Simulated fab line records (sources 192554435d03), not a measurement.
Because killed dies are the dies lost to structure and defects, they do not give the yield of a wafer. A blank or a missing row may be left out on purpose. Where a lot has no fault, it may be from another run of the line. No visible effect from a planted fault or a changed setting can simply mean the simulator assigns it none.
The tool behind it: which one? :: flow n5-finfet :: 42 wafers from 14 lots sampled at 6 of the route's 1938 steps

## WHAT THE GAUGES READ, wafer by wafer
N5_BEOL_M14_INSPECT_12: inspects for defects (macro).
lot: L775
measured: day 12 21:17
on: defect-inspect-01
raw-defect-count: 2 2 1

lot: L777
measured: day 13 09:45
on: defect-inspect-01
raw-defect-count: 4 2 3

lot: L776
measured: day 14 03:00
on: defect-inspect-02
raw-defect-count: 3 0 1

lot: L779
measured: day 14 12:57
on: defect-inspect-02
raw-defect-count: 0 2 0

lot: L788
measured: day 16 05:01
on: defect-inspect-02
raw-defect-count: 2 1 2

lot: L786
measured: day 16 12:07
on: defect-inspect-02
raw-defect-count: 2 2 1

lot: L787
measured: day 17 01:59
on: defect-inspect-01
raw-defect-count: 3 5 1

lot: L791
measured: day 17 10:07
on: defect-inspect-01
raw-defect-count: 1 1 1

lot: L790
measured: day 17 15:55
on: defect-inspect-01
raw-defect-count: 3 2 4

lot: L789
measured: day 17 18:10
on: defect-inspect-02
raw-defect-count: 3 1 3

lot: L792
measured: day 18 05:13
on: defect-inspect-01
raw-defect-count: 2 2 1

lot: L796
measured: day 18 19:01
on: defect-inspect-02
raw-defect-count: 0 1 2

lot: L795
measured: day 19 00:22
on: defect-inspect-02
raw-defect-count: 3 0 0

lot: L797
measured: day 19 01:51
on: defect-inspect-02
raw-defect-count: 3 0 2

N5_BEOL_M14_CD_MEAS_17: the cd target is 250 nm.
lot: L775
measured: day 12 21:46
on: cd-sem-02
cd-nm (nm): 246.8 247.6 251.3

lot: L777
measured: day 13 10:13
on: cd-sem-03
cd-nm (nm): 253.9 251.1 252.3

lot: L776
measured: day 14 03:46
on: cd-sem-01
cd-nm (nm): 250.7 252.6 253.0

lot: L779
measured: day 14 13:25
on: cd-sem-02
cd-nm (nm): 253.1 252.6 250.0

lot: L788
measured: day 16 05:32
on: cd-sem-01
cd-nm (nm): 250.9 250.0 252.9

lot: L786
measured: day 16 12:35
on: cd-sem-03
cd-nm (nm): 245.5 249.6 246.0

lot: L787
measured: day 17 02:37
on: cd-sem-02
cd-nm (nm): 245.2 248.7 249.2

lot: L791
measured: day 17 10:36
on: cd-sem-01
cd-nm (nm): - - -

lot: L790
measured: day 17 16:45
on: cd-sem-01
cd-nm (nm): - - -

lot: L789
measured: day 17 18:59
on: cd-sem-02
cd-nm (nm): 251.0 250.3 252.2

lot: L792
measured: day 18 05:50
on: cd-sem-01
cd-nm (nm): 248.7 246.2 246.3

lot: L796
measured: day 18 19:29
on: cd-sem-02
cd-nm (nm): 249.3 249.6 248.8

lot: L795
measured: day 19 00:50
on: cd-sem-02
cd-nm (nm): 251.2 247.2 247.9

lot: L797
measured: day 19 02:23
on: cd-sem-03
cd-nm (nm): 248.1 246.1 249.4

## TOOL THAT RAN EACH LOT (tool first, then ch and the chambers of the sampled wafers, then the start)
lot: L775
N5_BEOL_M13_STRIP_37: plasma-asher-02 ch 0,1, day 12 18:52
N5_BEOL_M14_ILD_DEP_00: pecvd-03 ch 0,2, day 12 20:44
N5_BEOL_M14_ETCH_59: rie-diel-04 ch 2,3, day 12 21:22
N5_BEOL_M14_VIA_ETCH_16: rie-diel-04 ch 2,3, day 12 21:25

lot: L777
N5_BEOL_M13_STRIP_37: plasma-asher-01 ch 1, day 13 06:34
N5_BEOL_M14_ILD_DEP_00: pecvd-02 ch 0,1, day 13 09:12
N5_BEOL_M14_ETCH_59: rie-diel-04 ch 0,1,3, day 13 09:49
N5_BEOL_M14_VIA_ETCH_16: rie-diel-04 ch 0,1,3, day 13 09:52

lot: L776
N5_BEOL_M13_STRIP_37: plasma-asher-02 ch 0,1, day 14 00:49
N5_BEOL_M14_ILD_DEP_00: pecvd-03 ch 0,1,2, day 14 02:27
N5_BEOL_M14_ETCH_59: rie-diel-01 ch 0,2,3, day 14 03:22
N5_BEOL_M14_VIA_ETCH_16: rie-diel-01 ch 0,2,3, day 14 03:25

lot: L779
N5_BEOL_M13_STRIP_37: plasma-asher-02 ch 0,1, day 14 07:25
N5_BEOL_M14_ILD_DEP_00: pecvd-02 ch 0,2, day 14 12:24
N5_BEOL_M14_ETCH_59: rie-diel-03 ch 0,1, day 14 13:01
N5_BEOL_M14_VIA_ETCH_16: rie-diel-03 ch 0,1, day 14 13:04

lot: L788
N5_BEOL_M13_STRIP_37: plasma-asher-01 ch 0,1, day 16 02:25
N5_BEOL_M14_ILD_DEP_00: pecvd-02 ch 0,2, day 16 04:15
N5_BEOL_M14_ETCH_59: rie-diel-01 ch 0,1,2, day 16 05:05
N5_BEOL_M14_VIA_ETCH_16: rie-diel-01 ch 0,1,2, day 16 05:08

lot: L786
N5_BEOL_M13_STRIP_37: plasma-asher-01 ch 0,1, day 16 05:54
N5_BEOL_M14_ILD_DEP_00: pecvd-02 ch 0,2, day 16 11:34
N5_BEOL_M14_ETCH_59: rie-diel-03 ch 0,1,2, day 16 12:11
N5_BEOL_M14_VIA_ETCH_16: rie-diel-03 ch 0,1,2, day 16 12:14

lot: L787
N5_BEOL_M13_STRIP_37: plasma-asher-01 ch 0,1, day 16 19:14
N5_BEOL_M14_ILD_DEP_00: pecvd-02 ch 0,2, day 17 01:14
N5_BEOL_M14_ETCH_59: rie-diel-04 ch 2,3, day 17 02:05
N5_BEOL_M14_VIA_ETCH_16: rie-diel-04 ch 2,3, day 17 02:08

lot: L791
N5_BEOL_M13_STRIP_37: plasma-asher-02 ch 0,1, day 17 05:26
N5_BEOL_M14_ILD_DEP_00: pecvd-01 ch 1,2, day 17 09:26
N5_BEOL_M14_ETCH_59: rie-diel-03 ch 2,3, day 17 10:11
N5_BEOL_M14_VIA_ETCH_16: rie-diel-03 ch 2,3, day 17 10:14

lot: L790
N5_BEOL_M13_STRIP_37: plasma-asher-01 ch 0, day 17 11:38
N5_BEOL_M14_ILD_DEP_00: pecvd-03 ch 0,1, day 17 15:17
N5_BEOL_M14_ETCH_59: rie-diel-03 ch 2,3, day 17 16:21
N5_BEOL_M14_VIA_ETCH_16: rie-diel-03 ch 2,3, day 17 16:24

lot: L789
N5_BEOL_M13_STRIP_37: plasma-asher-02 ch 0,1, day 17 11:43
N5_BEOL_M14_ILD_DEP_00: pecvd-01 ch 0,1,2, day 17 17:29
N5_BEOL_M14_ETCH_59: rie-diel-03 ch 0,1,2, day 17 18:35
N5_BEOL_M14_VIA_ETCH_16: rie-diel-03 ch 0,1,2, day 17 18:39

lot: L792
N5_BEOL_M13_STRIP_37: plasma-asher-01 ch 0,1, day 18 00:23
N5_BEOL_M14_ILD_DEP_00: pecvd-02 ch 0,2, day 18 04:40
N5_BEOL_M14_ETCH_59: rie-diel-01 ch 0,2,3, day 18 05:26
N5_BEOL_M14_VIA_ETCH_16: rie-diel-01 ch 0,2,3, day 18 05:29

lot: L796
N5_BEOL_M13_STRIP_37: plasma-asher-01 ch 0,1, day 18 15:49
N5_BEOL_M14_ILD_DEP_00: pecvd-03 ch 0,1, day 18 18:28
N5_BEOL_M14_ETCH_59: rie-diel-01 ch 1,2, day 18 19:05
N5_BEOL_M14_VIA_ETCH_16: rie-diel-01 ch 1,2, day 18 19:08

lot: L795
N5_BEOL_M13_STRIP_37: plasma-asher-01 ch 0,1, day 18 17:46
N5_BEOL_M14_ILD_DEP_00: pecvd-03 ch 1,2, day 18 23:41
N5_BEOL_M14_ETCH_59: rie-diel-03 ch 0,2, day 19 00:26
N5_BEOL_M14_VIA_ETCH_16: rie-diel-03 ch 0,2, day 19 00:29

lot: L797
N5_BEOL_M13_STRIP_37: plasma-asher-01 ch 0,1, day 18 18:17
N5_BEOL_M14_ILD_DEP_00: pecvd-01 ch 0,2, day 19 01:18
N5_BEOL_M14_ETCH_59: rie-diel-03 ch 0,2,3, day 19 01:59
N5_BEOL_M14_VIA_ETCH_16: rie-diel-03 ch 0,2,3, day 19 02:02
- N5_BEOL_M13_STRIP_37: strips in N2/H2.
- N5_BEOL_M14_ILD_DEP_00: deposits SiO2 from TEOS/O2, target thk 1119.3 nm, time 237.4 s.
- N5_BEOL_M14_ETCH_59: etches BARC in N2/H2, target depth 89 nm, overetch 26.7 nm, time 67.9 s.
- N5_BEOL_M14_VIA_ETCH_16: etches SiO2 in C4F8/O2/Ar, target depth 1231.3 nm.

## AS READ BY THE TOOLS THEMSELVES (means over the sampled wafers that have a number; for cases with no such wafer, the mark the record gives instead)
N5_BEOL_M13_STRIP_37.
lot: L775
tool: plasma-asher-02
drypump-motor-current-A (A): 5.78
heater-power-w (W): 355
oes-product-au (a.u.): 0.769

lot: L777
tool: plasma-asher-01
drypump-motor-current-A (A): 5.80
heater-power-w (W): 307
oes-product-au (a.u.): 0.790

lot: L776
tool: plasma-asher-02
drypump-motor-current-A (A): 5.79
heater-power-w (W): 353
oes-product-au (a.u.): 0.783

lot: L779
tool: plasma-asher-02
drypump-motor-current-A (A): 5.96
heater-power-w (W): 329
oes-product-au (a.u.): 0.798

lot: L788
tool: plasma-asher-01
drypump-motor-current-A (A): 5.87
heater-power-w (W): 317
oes-product-au (a.u.): 0.784

lot: L786
tool: plasma-asher-01
drypump-motor-current-A (A): 5.93
heater-power-w (W): 329
oes-product-au (a.u.): 0.792

lot: L787
tool: plasma-asher-01
drypump-motor-current-A (A): 5.94
heater-power-w (W): 329
oes-product-au (a.u.): 0.785

lot: L791
tool: plasma-asher-02
drypump-motor-current-A (A): 5.96
heater-power-w (W): 331
oes-product-au (a.u.): 0.788

lot: L790
tool: plasma-asher-01
drypump-motor-current-A (A): 6.05
heater-power-w (W): 345
oes-product-au (a.u.): 0.784

lot: L789
tool: plasma-asher-02
drypump-motor-current-A (A): 5.77
heater-power-w (W): 353
oes-product-au (a.u.): 0.787

lot: L792
tool: plasma-asher-01
drypump-motor-current-A (A): 5.95
heater-power-w (W): 331
oes-product-au (a.u.): 0.781

lot: L796
tool: plasma-asher-01
drypump-motor-current-A (A): 5.85
heater-power-w (W): 314
oes-product-au (a.u.): 0.786

lot: L795
tool: plasma-asher-01
drypump-motor-current-A (A): 5.94
heater-power-w (W): 335
oes-product-au (a.u.): 0.776

lot: L797
tool: plasma-asher-01
drypump-motor-current-A (A): 5.87
heater-power-w (W): 320
oes-product-au (a.u.): 0.794

N5_BEOL_M14_ILD_DEP_00.
lot: L775
tool: pecvd-03
chamber-pressure-Torr (Torr): 6.512
heater-power-outer-w (W): 310
heater-power-w (W): 573
showerhead-plenum-p-Torr (Torr): 8.32
susceptor-temp-C (C): 400.05
throttle-valve-pct (%): 18.2

lot: L777
tool: pecvd-02
chamber-pressure-Torr (Torr): 6.493
heater-power-outer-w (W): 317
heater-power-w (W): 555
showerhead-plenum-p-Torr (Torr): 8.32
susceptor-temp-C (C): 399.93
throttle-valve-pct (%): 18.1

lot: L776
tool: pecvd-03
chamber-pressure-Torr (Torr): 6.506
heater-power-outer-w (W): 311
heater-power-w (W): 574
showerhead-plenum-p-Torr (Torr): 8.33
susceptor-temp-C (C): 400.23
throttle-valve-pct (%): 18.5

lot: L779
tool: pecvd-02
chamber-pressure-Torr (Torr): 6.501
heater-power-outer-w (W): 310
heater-power-w (W): 586
showerhead-plenum-p-Torr (Torr): 8.38
susceptor-temp-C (C): 399.84
throttle-valve-pct (%): 19.1

lot: L788
tool: pecvd-02
chamber-pressure-Torr (Torr): 6.482
heater-power-outer-w (W): 301
heater-power-w (W): 539
showerhead-plenum-p-Torr (Torr): 8.37
susceptor-temp-C (C): 399.88
throttle-valve-pct (%): 19.2

lot: L786
tool: pecvd-02
chamber-pressure-Torr (Torr): 6.500
heater-power-outer-w (W): 299
heater-power-w (W): 571
showerhead-plenum-p-Torr (Torr): 8.37
susceptor-temp-C (C): 400.17
throttle-valve-pct (%): 19.2

lot: L787
tool: pecvd-02
chamber-pressure-Torr (Torr): 6.504
heater-power-outer-w (W): 287
heater-power-w (W): 531
showerhead-plenum-p-Torr (Torr): 8.36
susceptor-temp-C (C): 399.71
throttle-valve-pct (%): 19.4

lot: L791
tool: pecvd-01
chamber-pressure-Torr (Torr): -
heater-power-outer-w (W): -
heater-power-w (W): -
showerhead-plenum-p-Torr (Torr): -
susceptor-temp-C (C): -
throttle-valve-pct (%): -

lot: L790
tool: pecvd-03
chamber-pressure-Torr (Torr): -
heater-power-outer-w (W): -
heater-power-w (W): -
showerhead-plenum-p-Torr (Torr): -
susceptor-temp-C (C): -
throttle-valve-pct (%): -

lot: L789
tool: pecvd-01
chamber-pressure-Torr (Torr): 6.490
heater-power-outer-w (W): 306
heater-power-w (W): 539
showerhead-plenum-p-Torr (Torr): 8.41
susceptor-temp-C (C): 400.09
throttle-valve-pct (%): 18.6

lot: L792
tool: pecvd-02
chamber-pressure-Torr (Torr): 6.515
heater-power-outer-w (W): 289
heater-power-w (W): 555
showerhead-plenum-p-Torr (Torr): 8.38
susceptor-temp-C (C): 399.98
throttle-valve-pct (%): 19.4

lot: L796
tool: pecvd-03
chamber-pressure-Torr (Torr): 6.514
heater-power-outer-w (W): 303
heater-power-w (W): 559
showerhead-plenum-p-Torr (Torr): 8.32
susceptor-temp-C (C): 400.17
throttle-valve-pct (%): 19.4

lot: L795
tool: pecvd-03
chamber-pressure-Torr (Torr): 6.501
heater-power-outer-w (W): 258
heater-power-w (W): 493
showerhead-plenum-p-Torr (Torr): 8.36
susceptor-temp-C (C): 399.93
throttle-valve-pct (%): 17.9

lot: L797
tool: pecvd-01
chamber-pressure-Torr (Torr): 6.498
heater-power-outer-w (W): 306
heater-power-w (W): 530
showerhead-plenum-p-Torr (Torr): 8.38
susceptor-temp-C (C): 399.75
throttle-valve-pct (%): 17.5

N5_BEOL_M14_ETCH_59.
lot: L775
tool: rie-diel-04
bias-w (W): 150.1
drypump-motor-current-A (A): 5.3
oes-product-au (a.u.): 0.72
rf-vpp-V (V): 525.7
showerhead-plenum-p-Torr (Torr): 2.60
throttle-valve-pct (%): 17.6

lot: L777
tool: rie-diel-04
bias-w (W): 150.1
drypump-motor-current-A (A): 5.9
oes-product-au (a.u.): 0.70
rf-vpp-V (V): 526.1
showerhead-plenum-p-Torr (Torr): 2.61
throttle-valve-pct (%): 17.8

lot: L776
tool: rie-diel-01
bias-w (W): 149.5
drypump-motor-current-A (A): 6.3
oes-product-au (a.u.): 0.64
rf-vpp-V (V): 522.1
showerhead-plenum-p-Torr (Torr): 2.48
throttle-valve-pct (%): 18.0

lot: L779
tool: rie-diel-03
bias-w (W): 149.7
drypump-motor-current-A (A): 5.5
oes-product-au (a.u.): 0.77
rf-vpp-V (V): 527.3
showerhead-plenum-p-Torr (Torr): 2.68
throttle-valve-pct (%): 17.7

lot: L788
tool: rie-diel-01
bias-w (W): 150.2
drypump-motor-current-A (A): 6.3
oes-product-au (a.u.): 0.72
rf-vpp-V (V): 522.9
showerhead-plenum-p-Torr (Torr): 2.49
throttle-valve-pct (%): 18.0

lot: L786
tool: rie-diel-03
bias-w (W): 150.1
drypump-motor-current-A (A): 5.4
oes-product-au (a.u.): 0.70
rf-vpp-V (V): 525.4
showerhead-plenum-p-Torr (Torr): 2.58
throttle-valve-pct (%): 17.7

lot: L787
tool: rie-diel-04
bias-w (W): 150.6
drypump-motor-current-A (A): 5.3
oes-product-au (a.u.): 0.76
rf-vpp-V (V): 527.8
showerhead-plenum-p-Torr (Torr): 2.69
throttle-valve-pct (%): 17.5

lot: L791
tool: rie-diel-03
bias-w (W): 150.0
drypump-motor-current-A (A): 6.1
oes-product-au (a.u.): 0.71
rf-vpp-V (V): 524.1
showerhead-plenum-p-Torr (Torr): 2.54
throttle-valve-pct (%): 17.6

lot: L790
tool: rie-diel-03
bias-w (W): 149.8
drypump-motor-current-A (A): 6.1
oes-product-au (a.u.): 0.71
rf-vpp-V (V): 523.2
showerhead-plenum-p-Torr (Torr): 2.54
throttle-valve-pct (%): 17.6

lot: L789
tool: rie-diel-03
bias-w (W): 149.9
drypump-motor-current-A (A): 5.4
oes-product-au (a.u.): 0.69
rf-vpp-V (V): 524.2
showerhead-plenum-p-Torr (Torr): 2.57
throttle-valve-pct (%): 17.7

lot: L792
tool: rie-diel-01
bias-w (W): 149.9
drypump-motor-current-A (A): 6.3
oes-product-au (a.u.): 0.70
rf-vpp-V (V): 522.8
showerhead-plenum-p-Torr (Torr): 2.47
throttle-valve-pct (%): 17.9

lot: L796
tool: rie-diel-01
bias-w (W): 150.2
drypump-motor-current-A (A): 6.1
oes-product-au (a.u.): 0.65
rf-vpp-V (V): 521.1
showerhead-plenum-p-Torr (Torr): 2.43
throttle-valve-pct (%): 18.2

lot: L795
tool: rie-diel-03
bias-w (W): 150.5
drypump-motor-current-A (A): 5.4
oes-product-au (a.u.): 0.64
rf-vpp-V (V): 522.8
showerhead-plenum-p-Torr (Torr): 2.51
throttle-valve-pct (%): 17.7

lot: L797
tool: rie-diel-03
bias-w (W): 149.8
drypump-motor-current-A (A): 5.8
oes-product-au (a.u.): 0.69
rf-vpp-V (V): 524.1
showerhead-plenum-p-Torr (Torr): 2.57
throttle-valve-pct (%): 17.7

N5_BEOL_M14_VIA_ETCH_16.
lot: L775
tool: rie-diel-04
bias-w (W): 2045
drypump-motor-current-A (A): 5.3
oes_f_703_au (a.u.): 0.83
oes-product-au (a.u.): 0.76
rf-vpp-V (V): 2305
showerhead-plenum-p-Torr (Torr): 3.52
throttle-valve-pct (%): 30.6

lot: L777
tool: rie-diel-04
bias-w (W): 2038
drypump-motor-current-A (A): 5.9
oes_f_703_au (a.u.): 0.81
oes-product-au (a.u.): 0.74
rf-vpp-V (V): 2265
showerhead-plenum-p-Torr (Torr): 3.52
throttle-valve-pct (%): 30.8

lot: L776
tool: rie-diel-01
bias-w (W): 2047
drypump-motor-current-A (A): 6.3
oes_f_703_au (a.u.): 0.75
oes-product-au (a.u.): 0.67
rf-vpp-V (V): 2203
showerhead-plenum-p-Torr (Torr): 3.38
throttle-valve-pct (%): 31.0

lot: L779
tool: rie-diel-03
bias-w (W): 2034
drypump-motor-current-A (A): 5.4
oes_f_703_au (a.u.): 0.90
oes-product-au (a.u.): 0.82
rf-vpp-V (V): 2247
showerhead-plenum-p-Torr (Torr): 3.60
throttle-valve-pct (%): 30.6

lot: L788
tool: rie-diel-01
bias-w (W): 2044
drypump-motor-current-A (A): 6.2
oes_f_703_au (a.u.): 0.84
oes-product-au (a.u.): 0.76
rf-vpp-V (V): 2209
showerhead-plenum-p-Torr (Torr): 3.37
throttle-valve-pct (%): 31.1

lot: L786
tool: rie-diel-03
bias-w (W): 2045
drypump-motor-current-A (A): 5.4
oes_f_703_au (a.u.): 0.82
oes-product-au (a.u.): 0.73
rf-vpp-V (V): 2241
showerhead-plenum-p-Torr (Torr): 3.47
throttle-valve-pct (%): 30.6

lot: L787
tool: rie-diel-04
bias-w (W): 2049
drypump-motor-current-A (A): 5.3
oes_f_703_au (a.u.): 0.86
oes-product-au (a.u.): 0.79
rf-vpp-V (V): 2317
showerhead-plenum-p-Torr (Torr): 3.63
throttle-valve-pct (%): 30.6

lot: L791
tool: rie-diel-03
bias-w (W): 2038
drypump-motor-current-A (A): 6.1
oes_f_703_au (a.u.): 0.83
oes-product-au (a.u.): 0.31
rf-vpp-V (V): 2220
showerhead-plenum-p-Torr (Torr): 3.42
throttle-valve-pct (%): 29.7

lot: L790
tool: rie-diel-03
bias-w (W): 2037
drypump-motor-current-A (A): 6.1
oes_f_703_au (a.u.): 0.83
oes-product-au (a.u.): 0.30
rf-vpp-V (V): 2220
showerhead-plenum-p-Torr (Torr): 3.42
throttle-valve-pct (%): 29.8

lot: L789
tool: rie-diel-03
bias-w (W): 2040
drypump-motor-current-A (A): 5.4
oes_f_703_au (a.u.): 0.81
oes-product-au (a.u.): 0.72
rf-vpp-V (V): 2241
showerhead-plenum-p-Torr (Torr): 3.47
throttle-valve-pct (%): 30.6

lot: L792
tool: rie-diel-01
bias-w (W): 2046
drypump-motor-current-A (A): 6.3
oes_f_703_au (a.u.): 0.81
oes-product-au (a.u.): 0.73
rf-vpp-V (V): 2201
showerhead-plenum-p-Torr (Torr): 3.37
throttle-valve-pct (%): 31.0

lot: L796
tool: rie-diel-01
bias-w (W): 2039
drypump-motor-current-A (A): 6.0
oes_f_703_au (a.u.): 0.76
oes-product-au (a.u.): 0.68
rf-vpp-V (V): 2228
showerhead-plenum-p-Torr (Torr): 3.28
throttle-valve-pct (%): 31.0

lot: L795
tool: rie-diel-03
bias-w (W): 2046
drypump-motor-current-A (A): 5.4
oes_f_703_au (a.u.): 0.75
oes-product-au (a.u.): 0.67
rf-vpp-V (V): 2243
showerhead-plenum-p-Torr (Torr): 3.40
throttle-valve-pct (%): 30.6

lot: L797
tool: rie-diel-03
bias-w (W): 2039
drypump-motor-current-A (A): 5.8
oes_f_703_au (a.u.): 0.80
oes-product-au (a.u.): 0.73
rf-vpp-V (V): 2234
showerhead-plenum-p-Torr (Torr): 3.46
throttle-valve-pct (%): 30.5

## THE ANSWER, worked out from the rows above alone
Rule: what is usual is taken from the lots themselves. The widest of any qualifying gaps counts: lots, ordered by their means at a reading, are off when they make up no more than a third of the lots, leave a main group of 4 or more, and stand apart from it by 3 or more times the standard deviation of that group's means. Not used: any main group whose means are identical at the precision the tables above print for the reading. A lot without any number at a reading at which 4 lots or more have one is off too. The other lots that the step has rows for count as sound. First the gauges in route order, then the tools' own readings, where a lot's mean is used as printed above. At the first step where some lot is off, the reading lying furthest off is the one used; lots without a number count as furthest.
Off, at N5_BEOL_M14_CD_MEAS_17 on cd-nm: L791, L790. Without a number there: L791, L790. The main group has a mean of 249.6 nm with a standard deviation of 2.
A tool fits if, at a process step before that reading, it ran every lot that is off, and no sound lot after the first of them. The gauges at N5_BEOL_M14_CD_MEAS_17 aren't tried: what is off there is off at N5_BEOL_M14_ILD_DEP_00 too, on other tools, and a gauge's error can't cause that. Not one of the candidates tried fits.

## WHAT THE SIMULATOR HAD INSERTED
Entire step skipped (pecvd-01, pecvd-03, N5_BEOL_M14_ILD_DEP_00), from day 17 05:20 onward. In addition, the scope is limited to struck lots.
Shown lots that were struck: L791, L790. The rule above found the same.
